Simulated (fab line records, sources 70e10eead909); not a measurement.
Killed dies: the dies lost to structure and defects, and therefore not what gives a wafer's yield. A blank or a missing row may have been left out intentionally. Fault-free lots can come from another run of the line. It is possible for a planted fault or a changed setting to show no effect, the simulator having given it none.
Which tool did it? + flow nand-harc + Sampling: 6 lots, 18 wafers, 4 of 1302 route steps

WHAT EACH GAUGE READ, for each wafer
NHARC_THIN_TSV_CD_MEAS_37.
| lot  | measured     | on        | cd-nm (nm)           |
|------|--------------|-----------|----------------------|
| L739 | day 24 06:36 | cd-sem-02 | 5001.0 4999.7 5001.7 |
| L749 | day 28 20:27 | cd-sem-02 | 5002.0 5004.0 5000.5 |
| L753 | day 30 02:37 | cd-sem-01 | 4995.8 4997.4 5000.6 |
| L754 | day 31 13:33 | cd-sem-02 | 4999.9 5000.0 4999.1 |
| L758 | day 32 13:42 | cd-sem-02 | 4999.4 4997.4 4997.7 |
| L760 | day 32 21:56 | cd-sem-03 | 4998.9 4999.7 4998.9 |

WHICH TOOL RAN EACH LOT (tool, then ch and the chambers of the sampled wafers, then the start)
| lot  | NHARC_A_STAIRCASE_HM_DEP_456  | NHARC_THIN_TSV_DEP_43           | NHARC_THIN_TSV_STRIP_45              |
|------|-------------------------------|---------------------------------|--------------------------------------|
| L739 | acl-dep-03 ch 0, day 16 14:34 | pecvd-01 ch 1,2, day 23 22:26   | plasma-asher-02 ch 0,1, day 24 00:20 |
| L749 | acl-dep-02 ch 0, day 20 23:47 | pecvd-02 ch 1,2, day 28 12:23   | plasma-asher-01 ch 0,1, day 28 14:10 |
| L753 | acl-dep-03 ch 0, day 22 04:41 | pecvd-02 ch 1,2, day 29 18:29   | plasma-asher-02 ch 0,1, day 29 20:26 |
| L754 | acl-dep-03 ch 0, day 23 07:29 | pecvd-01 ch 1,2, day 31 05:36   | plasma-asher-02 ch 0, day 31 07:23   |
| L758 | acl-dep-03 ch 0, day 24 19:32 | pecvd-03 ch 0,1,2, day 32 05:21 | plasma-asher-02 ch 0,1, day 32 07:13 |
| L760 | acl-dep-03 ch 0, day 24 21:22 | pecvd-03 ch 0,1,2, day 32 13:24 | plasma-asher-02 ch 0,1, day 32 15:19 |
- NHARC_A_STAIRCASE_HM_DEP_456: deposits aC, target thk 3100 nm.
- NHARC_THIN_TSV_DEP_43: deposits SiO2, target thk 1328.5 nm.
- NHARC_THIN_TSV_STRIP_45: strips in O2.

THE ANSWER, worked out from the rows above alone
Rule: the lots themselves supply what counts as usual. Put in order of their means at a reading, lots are off if they are a third of the lots or fewer, leave a main group of 4 or more, and stand apart from it by a gap of 3 or more times the standard deviation of the main group's means; of several such gaps the widest counts. The tables above print the reading to a certain number of digits; a main group whose means all agree to those digits is not used. A lot without any number at a reading at which 4 lots or more have one is off too. Any other lot the step has rows for is counted as sound.
Across all readings shown, no lot is off: no conclusion can be drawn from this.

WHAT THE SIMULATOR PUT IN
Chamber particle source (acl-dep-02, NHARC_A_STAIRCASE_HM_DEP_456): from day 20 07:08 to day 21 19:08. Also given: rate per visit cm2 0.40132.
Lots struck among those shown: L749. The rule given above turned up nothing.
